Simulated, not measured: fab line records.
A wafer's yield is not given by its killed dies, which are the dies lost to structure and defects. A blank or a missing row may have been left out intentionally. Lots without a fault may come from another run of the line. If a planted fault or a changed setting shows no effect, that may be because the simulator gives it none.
Split-lot experiment ; flow n5Finfet ; route with 1938 steps; 7 lots, 39 wafers read

== THE SPLIT ITSELF ==
At N5_DUMMY_GATE_ETCH_37 (etches SOC in N2/H2, target depth 60 nm, overetch 30 nm), the setting sourceW was moved away from the recipe's 840 W on 15 of the 39 wafers read, by -13.1% to +15.7%. This setting was run at the recipe's value on the other wafers.

Reading taken at the split's own step.

== THE READING ==
rfVppV, in V, at N5_DUMMY_GATE_ETCH_37 (etches SOC in N2/H2, target depth 60 nm, overetch 30 nm). Fault-free wafers of this fab line usually give 524.4 V, standard deviation 2.8 V.

wafer;tool, chamber at the split;sourceW as run, W;against the recipe;rfVppV, V;against lot-mates on the recipe
L074.1;rieDiel-05, 3;915.3;+9.0%;509.3;-17.4
L074.2;rieDiel-05, 0;840;recipe;522.3;-
L074.3;rieDiel-05, 1;915.3;+9.0%;512.4;-14.3
L074.4;rieDiel-05, 2;840;recipe;528.6;-
L074.5;rieDiel-05, 2;840;recipe;529.1;-
L074.6;rieDiel-05, 3;915.3;+9.0%;508.8;-17.9
L086.1;rieDiel-03, 2;840;recipe;525.2;-
L086.2;rieDiel-03, 0;840;recipe;523.7;-
L086.3;rieDiel-03, 1;840;recipe;520.5;-
L086.4;rieDiel-03, 2;840;recipe;524.8;-
L086.5;rieDiel-03, 1;840;recipe;519.9;-
L086.6;rieDiel-03, 0;840;recipe;524.0;-
L088.1;rieDiel-04, 1;840;recipe;522.0;-
L088.2;rieDiel-04, 0;909.6;+8.3%;511.1;-12.8
L088.3;rieDiel-04, 2;840;recipe;527.3;-
L088.4;rieDiel-04, 3;909.6;+8.3%;506.4;-17.5
L088.5;rieDiel-04, 2;909.6;+8.3%;512.3;-11.6
L088.6;rieDiel-04, 1;840;recipe;522.5;-
L091.1;rieDiel-05, 0;729.7;-13.1%;547.8;+23.5
L091.2;rieDiel-05, 2;840;recipe;528.6;-
L091.3;rieDiel-05, 3;729.7;-13.1%;547.8;+23.5
L091.4;rieDiel-05, 1;729.7;-13.1%;551.5;+27.2
L091.5;rieDiel-05, 0;840;recipe;521.6;-
L091.6;rieDiel-05, 3;840;recipe;522.6;-
L092.1;rieDiel-05, 0;970.1;+15.5%;497.1;-29.2
L092.2;rieDiel-05, 2;840;recipe;527.2;-
L092.3;rieDiel-05, 3;970.1;+15.5%;497.6;-28.7
L092.4;rieDiel-05, 1;840;recipe;529.6;-
L092.5;rieDiel-05, 1;970.1;+15.5%;502.9;-23.4
L092.6;rieDiel-05, 0;840;recipe;522.2;-
L094.2;rieDiel-05, 3;840;recipe;523.7;-
L094.4;rieDiel-05, 1;840;recipe;527.8;-
L094.6;rieDiel-05, 0;840;recipe;523.0;-
L096.1;rieDiel-05, 2;971.8;+15.7%;503.4;-20.8
L096.2;rieDiel-05, 1;840;recipe;529.9;-
L096.3;rieDiel-05, 3;840;recipe;521.8;-
L096.4;rieDiel-05, 0;840;recipe;520.8;-
L096.5;rieDiel-05, 2;971.8;+15.7%;503.6;-20.6
L096.6;rieDiel-05, 3;971.8;+15.7%;498.4;-25.8

THE FIT
A straight line over all 39 wafers: rfVppV changes by -1.65 V for each +1% of sourceW; r = -0.97; the points scatter about the line by 3.1 V.
The same after taking each lot's own level away (the mean of its wafers on the recipe; 39 wafers): -1.7 V for each +1%; r = -0.97; scatter 3 V.
According to that fit, moving sourceW by its largest amount changes the reading by 27 V.
From 523.02 to 526.67 V: that is the span of the lots' own levels, equal to 1.3 times the standard deviation above.
The two slopes are in agreement: the lot-to-lot level therefore moves the slope only a little.
Check: -27 V against its lot-mates is what the line predicts for one of the wafers moved furthest among these (+15.7%) when that wafer is left out of the fit. It came out at -20.8 V against them.
Tool readings at the split's step, against how far the setting was moved: rfVppV r = -0.97.

== THESE WAFERS: OTHER SPLITS ==
These wafers also went through other splits before the reading. Each is held against what the fit with the lots' levels taken away leaves over:
other split on the same wafers;wafers away from the commonest value;r with rfVppV (lot level and that fit taken away)
N5_FIN_CUT_ETCH_21 timeS;9;-0.31

== THE FILE'S OWN FIT ==
rfVppV changes by -1.68 V for each +1% of sourceW, r = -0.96.
